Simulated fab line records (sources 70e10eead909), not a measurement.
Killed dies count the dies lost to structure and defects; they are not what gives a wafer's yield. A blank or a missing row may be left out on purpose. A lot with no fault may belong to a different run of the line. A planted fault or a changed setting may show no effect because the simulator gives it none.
fab line records	flow nand_harc
record lots=10	wafers=30	last_day=24
route steps=1159 shown A_CHANNEL_HOLE_D1@466 A_CHANNEL_FILL_D1@499 END@1159
lots that met no fault: taken from a fault-free run of the same line
start_h: hours from the record's opening day to when the first of the lot's shown wafers began	wait_h: hours since the lot's step before	" the same as in the row above	L1.1+2: a row that stands for several wafers	- either no value or no given start	* or withheld: withheld	< > ~ a bound
route shown NAME@n: NAME is a module with steps in the file, n the number in the route of the first one	usual: average and standard deviation across the fault-free wafers	same: alike in all rows	chamber/n: place in a boat	sites: per-site readings	_std_site: standard deviation across them	_edge_site: the outer-site mean with the inner-site mean subtracted	radius_mm: for every site, how far away it sits from the centre of the wafer	mask NAME#n: copy n	behind: the tool/chamber that last shaped the wafer	hold: why the lot went on hold/how many hours it stayed there/how the hold came to an end	device: transistor that didn't switch, given as n, p or np	end of line: tests run on the same wafers once the route is complete	step lacking rows: just its recipe	killed: not the wafer's yield, but the dies lost to structure and defects at the first sort	map: shows each die of a wafer: x if killed, . if not, _ if none is there
set.NAME: the setting the step ran with; set.NAME@STEP: the setting that earlier step ran with	model.NAME: the simulator's own value behind a step, which no gauge read
one table for each step of the route and one row for each wafer, over a sample of lots
services: the hour from which a tool's chamber was out of use, counted from the record's first day as start_h (under 0 if before that day), plus the number of hours and why
## steps
# step NHARC_A_CHANNEL_HOLE_D1_ETCH_38
# recipe target_depth_a=390	over_etch_frac=0.3	time_s=65	ion_energy_ev=80	cf4_flow_sccm=150	ar_flow_sccm=0	rf_w=300	bias_w=100	chemistry=CF4
# usual drypump_motor_current_A=5.6/0.57	oes_product_au=1.001/0.0078	rf_vpp_V=151.6/1.1	run_length_s=86.1/0.44	showerhead_plenum_p_Torr=1.79/0.055	throttle_valve_pct=13.284/0.0093
# same time_s=65
lot.wafer	tool	chamber	start_h	wait_h	drypump_motor_current_A	oes_product_au	rf_hours_counter_h	rf_vpp_V	run_length_s	showerhead_plenum_p_Torr	throttle_valve_pct
L691.2	rie_diel-05	2	182.32	0.1	5.6	1.006	0	153.3	86.2	1.85	13.283
L691.3	"	1	"	"	6.2	0.995	0	151.0	86.1	1.78	13.269
L691.6	"	2	"	"	5.6	1.013	-	152.1	86.2	1.85	13.281
L692.4	rie_diel-09	3	188.81	0.1	4.7	0.994	8	151.7	85.2	1.80	13.270
L692.3	"	0	"	"	5.1	0.998	7	152.5	86.2	1.88	13.282
L692.5	"	3	"	"	4.7	1.003	-	152.0	85.2	1.80	13.279
L693.2	rie_diel-13	1	189.44	0.1	6.8	1.020	5	151.8	85.3	1.83	13.285
L693.5	"	2	"	"	5.2	0.992	-	151.7	86.1	1.85	13.278
L693.6	"	3	"	"	6.5	0.998	-	152.1	86.1	1.83	13.279
L695.3	rie_diel-13	2	198.83	0.2	5.2	0.995	5	151.6	86.0	1.85	13.283
L695.4	"	3	"	"	6.5	0.993	6	153.6	86.0	1.83	13.288
L695.5	"	3	"	"	6.5	1.002	-	154.0	85.7	1.83	13.303
L696.3	rie_diel-09	0	202.63	0.1	5.1	1.023	8	153.1	86.5	1.88	13.281
L696.2	"	2	"	"	5.4	1.005	7	151.8	86.6	1.71	13.283
L696.6	"	0	"	"	5.1	1.010	-	153.1	86.4	1.88	13.280
L700.3	rie_diel-09	1	222.71	0.1	5.7	0.997	9	150.8	85.8	1.72	13.294
L700.2	"	2	"	"	5.4	1.000	9	150.2	86.5	1.71	13.292
L700.4	"	0	"	"	5.1	1.012	9	152.3	86.5	1.88	13.301
L701.1	rie_diel-09	3	242.35	0.1	4.7	1.014	11	151.4	85.2	1.80	13.285
L701.6	"	1	"	"	5.7	1.004	-	149.9	85.5	1.72	13.262
L701.5	"	2	"	"	5.4	1.004	-	150.9	86.9	1.71	13.267
L709.4	rie_diel-05	3	280.55	0.1	5.4	0.988	6	151.4	86.7	1.80	13.282
L709.1	"	1	"	"	6.2	0.999	7	151.3	86.2	1.78	13.285
L709.6	"	3	"	"	5.4	1.004	-	151.4	86.1	1.80	13.270
L711.1	rie_diel-09	3	292.13	0.1	4.7	0.991	3	151.7	85.9	1.80	13.267
L711.3	"	0	"	"	5.1	1.002	2	152.5	86.1	1.88	13.285
L711.5	"	2	"	"	5.4	0.999	-	150.2	86.8	1.71	13.276
L713.1	rie_diel-13	3	296.46	0.1	6.5	1.000	0	151.6	85.7	1.83	13.289
L713.2	"	1	"	"	6.8	0.996	0	153.0	85.3	1.83	13.301
L713.3	"	2	"	"	5.2	0.990	0	152.7	86.4	1.84	13.288
# step NHARC_A_CHANNEL_HOLE_D1_ETCH_21
# recipe bias_v=3000	source_w=withheld	pressure_mtorr=20	time_s=514.3	ar_flow_sccm=375	c4f8_flow_sccm=89.3	o2_flow_sccm=35.7	temp_c=-20	target_depth_a=16000	chemistry=C4F8/O2/Ar
# usual drypump_motor_current_A=5.8/0.38	he_backside_leak_sccm=5.7/0.52	run_length_s=499.3/0	showerhead_plenum_p_Torr=3.62/0.11	temp_c=-19.97/0.11	throttle_valve_pct=32.155/0.0088
# same time_s=514.3
lot.wafer	tool	chamber	start_h	wait_h	drypump_motor_current_A	he_backside_leak_sccm	rf_hours_counter_h	run_length_s	showerhead_plenum_p_Torr	temp_c	throttle_valve_pct
L691.2	har_etch-02	1	184.13	0.3	6.2	5.9	98	499.3	3.56	-20.01	32.164
L691.3	"	0	"	"	5.8	4.9	-	499.3	3.57	-19.92	32.172
L691.6	"	1	"	"	6.2	5.9	-	499.3	3.56	-20.01	32.137
L692.4	har_etch-01	1	190.48	0.3	5.2	5.5	-	499.3	3.61	-19.88	32.152
L692.3	"	0	"	"	5.7	5.4	-	499.3	3.82	-20.26	32.141
L692.5	"	1	"	"	5.2	5.5	-	499.3	3.61	-19.92	32.153
L693.2	har_etch-02	1	190.96	0.3	6.2	6.0	103	499.3	3.56	-20.03	32.161
L693.5	"	1	"	"	6.2	5.9	-	499.3	3.56	-20.19	32.157
L693.6	"	0	"	"	5.9	5.0	-	499.3	3.56	-19.99	32.162
L695.4	har_etch-01	1	204.08	0.3	5.2	5.6	-	499.3	3.61	-20.11	32.170
L695.3	"	0	"	"	5.7	5.8	-	499.3	3.82	-20.08	32.165
L695.5	"	1	"	"	5.1	5.4	-	499.3	3.61	-20.08	32.148
L696.2	har_etch-02	1	204.45	0.3	6.2	6.0	111	499.3	3.56	-20.19	32.145
L696.3	"	1	"	"	6.2	6.1	-	499.3	3.56	-19.96	32.159
L696.6	"	0	"	"	5.8	5.0	-	499.3	3.56	-19.83	32.155
L700.2	har_etch-02	0	224.22	0.3	5.9	5.0	118	499.3	3.55	-19.94	32.163
L700.3	"	0	"	"	5.8	5.0	-	499.3	3.55	-20.03	32.153
L700.4	"	1	"	"	6.2	6.0	-	499.3	3.55	-19.89	32.156
L701.1	har_etch-02	0	243.93	0.3	5.8	5.1	123	499.3	3.55	-19.88	32.141
L701.5	"	1	"	"	6.2	6.4	-	499.3	3.55	-20.06	32.146
L701.6	"	0	"	"	5.8	5.2	-	499.3	3.55	-19.98	32.139
L709.1	har_etch-02	1	282.14	0.3	6.2	6.0	143	499.3	3.54	-19.91	32.151
L709.4	"	0	"	"	5.8	5.5	-	499.3	3.54	-19.89	32.148
L709.6	"	1	"	"	6.2	6.0	-	499.3	3.54	-20.03	32.155
L711.1	har_etch-02	0	293.71	0.3	5.8	5.2	149	499.3	3.54	-19.91	32.148
L711.3	"	1	"	"	6.2	6.4	-	499.3	3.54	-19.86	32.154
L711.5	"	0	"	"	5.8	5.5	-	499.3	3.54	-19.86	32.161
L713.1	har_etch-01	1	297.99	0.3	5.2	6.1	248	499.3	3.58	-19.86	32.159
L713.2	"	0	"	"	5.7	5.8	248	499.3	3.79	-19.87	32.148
L713.3	"	0	"	"	5.7	5.8	-	499.3	3.79	-19.74	32.156
# step NHARC_A_CHANNEL_HOLE_D1_ETCH_44
# recipe target_depth_a=1400	overetch_a=140	time_s=77	ion_energy_ev=100	cf4_flow_sccm=80	o2_flow_sccm=20	ar_flow_sccm=0	rf_w=300	bias_w=100	chemistry=CF4/O2
# usual drypump_motor_current_A=5.7/0.64	oes_f_703_au=1.000/0.0044	oes_product_au=1.002/0.0078	rf_vpp_V=198.2/1.2	run_length_s=98.0/0.4	showerhead_plenum_p_Torr=1.36/0.041	throttle_valve_pct=13.397/0.0091
lot.wafer	tool	chamber	start_h	wait_h	drypump_motor_current_A	oes_f_703_au	oes_product_au	rf_hours_counter_h	rf_vpp_V	run_length_s	showerhead_plenum_p_Torr	throttle_valve_pct
L691.2	rie_diel-05	0	188.38	0.1	6.1	0.995	1.005	1	198.6	97.8	1.35	13.398
L691.3	"	1	"	"	6.2	0.998	1.006	1	200.6	98.7	1.35	13.404
L691.6	"	0	"	"	6.1	0.996	1.013	-	198.0	97.8	1.35	13.399
L692.4	rie_diel-05	3	194.63	0.1	5.4	1.002	1.002	0	198.6	98.6	1.36	13.401
L692.3	"	2	"	"	5.5	1.003	1.013	1	199.5	98.4	1.40	13.409
L692.5	"	3	"	"	5.4	1.001	1.011	-	197.1	98.2	1.36	13.401
L693.2	rie_diel-13	1	195.29	0.1	6.8	0.999	1.009	6	198.4	97.4	1.38	13.409
L693.6	"	0	"	"	4.8	0.995	0.994	-	197.1	97.6	1.29	13.382
L693.5	"	1	"	"	6.8	1.002	0.999	-	199.3	98.0	1.38	13.400
L695.3	rie_diel-05	0	208.22	0.1	6.1	1.002	1.011	2	200.2	97.8	1.35	13.388
L695.4	"	1	"	"	6.2	0.994	1.012	2	198.4	98.6	1.34	13.403
L695.5	"	3	"	"	5.4	0.998	1.016	-	197.2	98.0	1.36	13.406
L696.3	rie_diel-13	1	208.72	0.1	6.8	1.000	1.009	7	199.8	98.0	1.38	13.400
L696.2	"	2	"	"	5.2	1.000	0.991	6	198.7	98.7	1.40	13.414
L696.6	"	3	"	"	6.5	1.002	1.010	-	198.0	97.5	1.38	13.399
L700.4	rie_diel-09	3	228.52	0.1	4.7	1.009	1.003	11	197.6	97.3	1.36	13.396
L700.3	"	0	"	"	5.1	1.001	1.012	10	197.8	98.2	1.42	13.399
L700.2	"	2	"	"	5.4	0.992	0.994	10	197.2	98.8	1.29	13.403
L701.1	rie_diel-05	3	248.21	0.1	5.4	1.013	1.000	2	198.6	98.3	1.36	13.391
L701.5	"	0	"	"	6.0	1.000	1.009	-	197.2	92.4	1.35	13.400
L701.6	"	1	"	"	6.2	1.002	1.000	-	198.2	98.3	1.34	13.399
L709.4	rie_diel-13	3	286.33	0.1	6.5	1.003	1.003	0	197.7	97.7	1.38	13.399
L709.1	"	1	"	"	6.8	0.995	1.005	0	199.1	97.3	1.38	13.394
L709.6	"	3	"	"	6.5	0.998	1.003	-	199.3	97.9	1.38	13.406
L711.3	rie_diel-13	1	297.94	0.1	6.8	1.003	1.000	1	199.2	97.4	1.38	13.388
L711.1	"	2	"	"	5.2	0.989	0.987	1	199.1	98.0	1.39	13.408
L711.5	"	0	"	"	4.8	1.001	0.986	-	198.1	97.6	1.29	13.399
L713.1	rie_diel-09	2	302.30	0.1	5.4	0.999	0.990	5	196.0	98.7	1.29	13.398
L713.3	"	3	"	"	4.7	1.001	0.990	5	198.3	97.5	1.36	13.399
L713.2	"	0	"	"	5.1	0.998	0.990	4	199.6	98.4	1.42	13.389
# step NHARC_A_CHANNEL_FILL_D1_ETCHBACK_19
# recipe target_depth_a=50	time_s=1.7	hbr_flow_sccm=150	cl2_flow_sccm=50	rf_w=400	icp_w=400	bias_w=100	chemistry=HBr/Cl2
# usual drypump_motor_current_A=5.8/0.51	he_backside_leak_sccm=2.62/0.23	oes_product_au=0.999/0.0071	throttle_valve_pct=26.405/0.0084
# same time_s=1.7
lot.wafer	tool	chamber	start_h	wait_h	drypump_motor_current_A	he_backside_leak_sccm	oes_product_au	rf_hours_counter_h	throttle_valve_pct
L691.3	rie_si-03	1	218.96	0.4	6.0	2.82	0.990	0.8	26.396
L691.2	"	3	"	"	4.8	2.91	0.987	0.5	26.398
L691.6	"	0	"	"	6.3	2.42	0.987	-	26.411
L692.3	rie_si-06	0	223.68	0.4	5.6	2.44	1.000	0.2	26.411
L692.4	"	3	"	"	6.1	2.36	0.994	0.3	26.393
L692.5	"	0	"	"	5.6	2.40	0.991	-	26.403
L693.2	rie_si-03	3	223.71	0.4	4.8	3.05	0.999	0.5	26.407
L693.5	"	1	"	"	6.0	2.80	1.005	-	26.403
L693.6	"	2	"	"	5.3	2.27	0.997	-	26.400
L696.2	rie_si-03	3	230.80	0.4	4.8	2.85	0.991	0.6	26.412
L696.3	"	0	"	"	6.3	2.48	0.999	0.8	26.418
L696.6	"	1	"	"	6.0	2.84	0.982	-	26.394
L695.4	rie_si-06	1	230.86	0.5	6.5	2.72	0.997	0.4	26.400
L695.3	"	3	"	"	6.2	2.37	1.010	0.3	26.399
L695.5	"	1	"	"	6.5	2.76	1.001	-	26.398
L700.2	rie_si-03	2	260.80	0.4	5.3	2.33	0.993	0.5	26.414
L700.4	"	3	"	"	4.8	3.03	1.006	0.8	26.414
L700.3	"	0	"	"	6.3	2.34	0.997	1.0	26.396
L701.1	rie_si-02	1	274.17	0.4	6.2	2.95	1.005	0.6	26.406
L701.6	"	1	"	"	6.2	2.75	0.991	-	26.405
L701.5	"	2	"	"	6.0	2.69	0.994	-	26.403
L709.4	rie_si-06	1	310.41	0.4	6.5	2.72	0.997	1.3	26.416
L709.1	"	0	"	"	5.6	2.57	1.000	1.1	26.411
L709.6	"	1	"	"	6.5	2.65	0.992	-	26.406
L711.1	rie_si-02	1	325.33	0.4	6.2	2.72	0.993	1.1	26.408
L711.3	"	0	"	"	5.8	2.70	1.004	0.8	26.402
L711.5	"	2	"	"	6.0	2.47	1.000	-	26.421
L713.1	rie_si-03	2	325.37	0.4	5.3	2.26	1.002	1.0	26.413
L713.3	"	3	"	"	4.8	2.90	0.996	1.2	26.407
L713.2	"	0	"	"	6.3	2.46	0.995	1.5	26.410
# step NHARC_END_SORT_01
# recipe temp_c=25
# usual killed_at_array=24/7.4	killed_at_other=0.5/0.81	killed_at_periphery=3.4/2.3	killed_dies=28/8	killed_open=3.4/1.8	killed_short=2.0/1.4
# same gross_dies=677
lot.wafer	tool	chamber	start_h	wait_h	killed_at_array	killed_at_other	killed_at_periphery	killed_dies	killed_open	killed_short
L701.1	prober-01	0	497.45	2.5	30	0	7	37	3	1
L701.5	prober-01	0	500.69	3.7	216	0	9	225	5	2
L701.6	prober-01	0	501.49	4.0	27	0	7	34	4	2
# killed by level:class
L701.1 A_SLIT:chamber_film_flake=12 P_ZERO_WELL:chamber_film_flake=5 A_CONTACT:chamber_film_flake=5 A_CHANNEL_HOLE_D1:chamber_film_flake=4 A_WL_FILL:chamber_film_flake=4 A_CONTACT:geometric_particle:open=2 A_STAIRCASE:chamber_film_flake=2 P_GATE:geometric_particle:short=1
L701.5 A_CHANNEL_HOLE_D1:area_etch=192 A_SLIT:chamber_film_flake=10 A_CHANNEL_HOLE_D1:chamber_film_flake=4 A_CONTACT:chamber_film_flake=4 P_ZERO_WELL:chamber_film_flake=3 P_GATE:geometric_particle:open=1 P_CONTACT:geometric_particle:short=1 P_M1:geometric_particle:open=1
L701.6 A_SLIT:chamber_film_flake=12 P_ZERO_WELL:chamber_film_flake=5 A_CHANNEL_HOLE_D1:chamber_film_flake=3 A_STAIRCASE:chamber_film_flake=3 A_CONTACT:geometric_particle:open=2 A_WL_FILL:chamber_film_flake=2 A_CHANNEL_FILL_D1:geometric_particle:open=1 A_WL_FILL:geometric_particle:short=1
## services
tool	chamber	start_h	hours	kind
rie_diel-09	0	159.78	-	clean
rie_diel-09	1	159.78	-	clean
rie_diel-09	2	159.78	-	clean
rie_diel-09	3	159.78	-	clean
rie_diel-05	-	163.66	9.0	pm
rie_diel-09	2	167.06	13.7	repair
rie_diel-05	3	176.30	15.1	repair
rie_diel-13	0	181.50	-	clean
rie_diel-13	1	181.50	-	clean
rie_diel-13	2	181.50	-	clean
rie_diel-13	3	181.50	-	clean
rie_si-06	-	183.00	9.0	pm
rie_si-03	3	186.19	3.1	repair
rie_si-02	2	190.98	13.9	repair
rie_diel-13	2	194.24	4.3	repair
rie_si-06	0	197.37	2.3	repair
rie_si-02	-	211.00	9.0	pm
rie_si-02	0	240.22	19.0	repair
rie_diel-09	-	254.22	9.0	pm
rie_diel-05	2	255.55	2.5	repair
rie_diel-13	1	262.52	1.6	repair
rie_si-06	0	266.61	3.6	repair
rie_diel-13	-	276.00	9.0	pm
har_etch-01	-	305.08	17.0	pm
## key
first_sign step=NHARC_A_CHANNEL_HOLE_D1_ETCH_44	reading=run_length_s	direction=down	sigmas=14	usual=*	struck=*
effect step=NHARC_END_SORT_01	reading=killed_at_array	direction=up	sigmas=26	usual=24	struck=216
more_kills_born_at NHARC_A_CHANNEL_HOLE_D1_ETCH_44@rie_diel-05=192
met_at NHARC_A_CHANNEL_HOLE_D1_ETCH_44
struck_lots L701
struck_wafers L701.5
tester_left_out L701
not_acting_at NHARC_A_CHANNEL_HOLE_D1_ETCH_38,NHARC_A_CHANNEL_HOLE_D1_ETCH_21,NHARC_A_CHANNEL_FILL_D1_ETCHBACK_19
onset_between 208.22 248.21
fault kind=process_parameter_drift	tool=rie_diel-05	chamber=0	onset_h=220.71	steps=NHARC_A_CHANNEL_HOLE_D1_ETCH_44	channel=time_s	offset=*	shape=step	end_h=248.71	acts_in=*	stated=*
# tester_left_out: of these lots the tester's yield and bins aren't shown, on N5 and GAA mostly nor the transistor test; their killed dies are dies lost to structure and defects alone, not to doping, threshold or leakage, so they don't give the yield
